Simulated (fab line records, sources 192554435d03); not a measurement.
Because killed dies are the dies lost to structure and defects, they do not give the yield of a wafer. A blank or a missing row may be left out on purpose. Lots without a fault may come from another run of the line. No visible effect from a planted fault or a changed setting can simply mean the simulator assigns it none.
A lot that was struck, set against a sound lot -- flow n5_finfet -- 23 out of 1938 route steps
Sound: wafers L588.3, L588.5, L588.6. Struck: wafer L595.5 (left out: L595.6, a lot-mate that was not struck); the cause follows at the end.
Order at every step that has rows: each side's tool, ch and its chambers, its first start. Under that, the readings that differ: sound wafers -- struck wafers -- difference of the means -- sigmas: that difference in standard deviations of wafers without a fault.
alike: same words and numbers on both sides, and readings whose means sit less than 2 such deviations apart. not compared: any withheld reading, any reading some wafer has no value for, any bound like >300 that may hide the same value, and any number with overlapping values for which the record gives no deviation.
A row with sigmas, a row that says differs or no value, or rows on one side alone: a step with any of these is where the two part. When numbers do not overlap yet have no deviation, they are printed without sigmas and do not part them. Lack of a reading on every wafer of one side parts them only where that side has two or more wafers.

first, 1 step without rows for these wafers: N5_WELL_APT_HARDBAKE_12 (time 120 s).
N5_WELL_APT_CD_MEAS_08 targets a cd of 200 nm.
  sound on cd_sem-02 ch 0, day 3 01:50; struck on cd_sem-03 ch 0, day 4 20:08
  alike: cd_nm
N5_WELL_APT_OVL_MEAS_09:
  sound on overlay-02 ch 0, day 3 01:52; struck on overlay-02 ch 0, day 4 20:10
  alike: NWELL_OVL
N5_WELL_APT_INSPECT_10: inspects for defects (macro).
  sound: defect_inspect-01 at day 3 01:53; struck: defect_inspect-01 at day 4 20:11
  alike: raw_defect_count
N5_WELL_APT_DESCUM_13: chemistry O2, time 7.9 s.
  sound on rie_diel-01 ch 0,1,3, day 3 02:18; struck on rie_diel-06 ch 0, day 4 20:23
reading,sound,struck,difference,sigmas
throttle_valve_pct (%),20.81 20.10 20.54,19.84,-0.64,-2
  alike: drypump_motor_current_A, oes_product_au, rf_vpp_V, showerhead_plenum_p_Torr
  not compared: rf_hours_counter_h
then, 7 steps without rows for these wafers: N5_WELL_APT_IMPLANT_14; N5_WELL_APT_IMPLANT_15; N5_WELL_APT_STRIP_16 (strips in SPM, time 900 s); N5_WELL_APT_HMDS_18 (time 60 s); N5_WELL_APT_COAT_19 (resist thk 950 nm); N5_WELL_APT_EBR_21; N5_WELL_APT_SOFTBAKE_20 (time 60 s).
N5_WELL_APT_EXPOSE_22: exposes mask PWELL, defocus 0 nm, target cd 200 nm.
  sound on krf_scanner-02 ch 0, day 3 03:11; struck on krf_scanner-02 ch 0, day 4 21:22
reading,sound,struck,difference,sigmas
reticle_temp_C (C),22.94 23.00 22.99,23.19,+0.21,+2
  alike: mask
then, 3 steps without rows for these wafers: N5_WELL_APT_PEB_23 (peb time 90 s); N5_WELL_APT_DEVELOP_24 (develop time 45 s); N5_WELL_APT_HARDBAKE_29 (time 120 s).
N5_WELL_APT_CD_MEAS_25 targets a cd of 200 nm.
  sound on cd_sem-03 ch 0, day 3 03:20; struck on cd_sem-03 ch 0, day 4 21:31
reading,sound,struck,difference,sigmas
cd_nm (nm),202.3 200.1 202.1,184.8,-16.7,-8
N5_WELL_APT_OVL_MEAS_26:
  sound on overlay-01 ch 0, day 3 03:22; struck on overlay-01 ch 0, day 4 21:32
  alike: PWELL_OVL
N5_WELL_APT_INSPECT_27: inspects for defects (macro).
  sound: defect_inspect-01 at day 3 03:23; struck: defect_inspect-02 at day 4 21:34
  alike: raw_defect_count
N5_WELL_APT_DESCUM_30: chemistry O2, time 7.9 s.
  sound on rie_diel-03 ch 0,1, day 3 03:28; struck on rie_diel-03 ch 2, day 4 21:38
reading,sound,struck,difference,sigmas
model.WELL_APT.cd_nm (nm),202.4 199.7 202.4,184.1,-17.4,
  alike: drypump_motor_current_A, oes_product_au, rf_vpp_V, showerhead_plenum_p_Torr, throttle_valve_pct
  not compared: rf_hours_counter_h
after that, 1 step had no rows for these wafers: N5_WELL_APT_IMPLANT_31.
-- record jumps: 7 days separate the struck wafers' starts on either side; left off in module WELL_APT, taken up again in module BEOL_M4, whose first shown step is the route's number 1111 --
N5_BEOL_M4_RC_MEAS_101:
  sound on prober-01 ch 0, day 9 16:58; struck on prober-02 ch 0, day 11 17:56
reading,sound,struck,difference,sigmas
ION_N (uA/um),684 678 674,705,+26,+2
  alike: DIBL_N, DIBL_P, IOFF_N, IOFF_P, ION_P, SS_N, SS_P, VT_N, VT_P
-- the record jumps here: 4 days lie between the struck wafers' starts before and after (it left off in module BEOL_M4 and takes up again in module PASSIVATION, whose first step shown is number 1936 of the route) --
N5_PASSIVATION_PROBE_49:
  sound: prober-02 at day 14 01:11; struck: prober-02 at day 15 19:05
reading,sound,struck,difference,sigmas
defect_limited_yield (%),92.4 91.7 91.1,87.5,-4.2,-3
killed_at_front_end,37 30 37,90,+55,+4
killed_dies,90 98 105,148,+50,+3
killed_open,58 60 62,98,+38,+3
sort_bin_5_function (%),4.7 4.5 5.3,8.0,+3.2,+3
sort_bin_6_memory (%),2.3 3.6 3.0,4.4,+1.4,+2
sort_n_pass,1090 1082 1075,1032,-50,-3
  alike: killed_at_M0_to_M3, killed_at_M4_up, killed_at_contacts, killed_at_other, killed_short, sort_bin_4_leakage, sort_bin_8_speed

== WHERE THEY PART ==
First at N5_WELL_APT_DESCUM_13; last, within this record, at N5_PASSIVATION_PROBE_49.

WHY: the cause the simulator had injected
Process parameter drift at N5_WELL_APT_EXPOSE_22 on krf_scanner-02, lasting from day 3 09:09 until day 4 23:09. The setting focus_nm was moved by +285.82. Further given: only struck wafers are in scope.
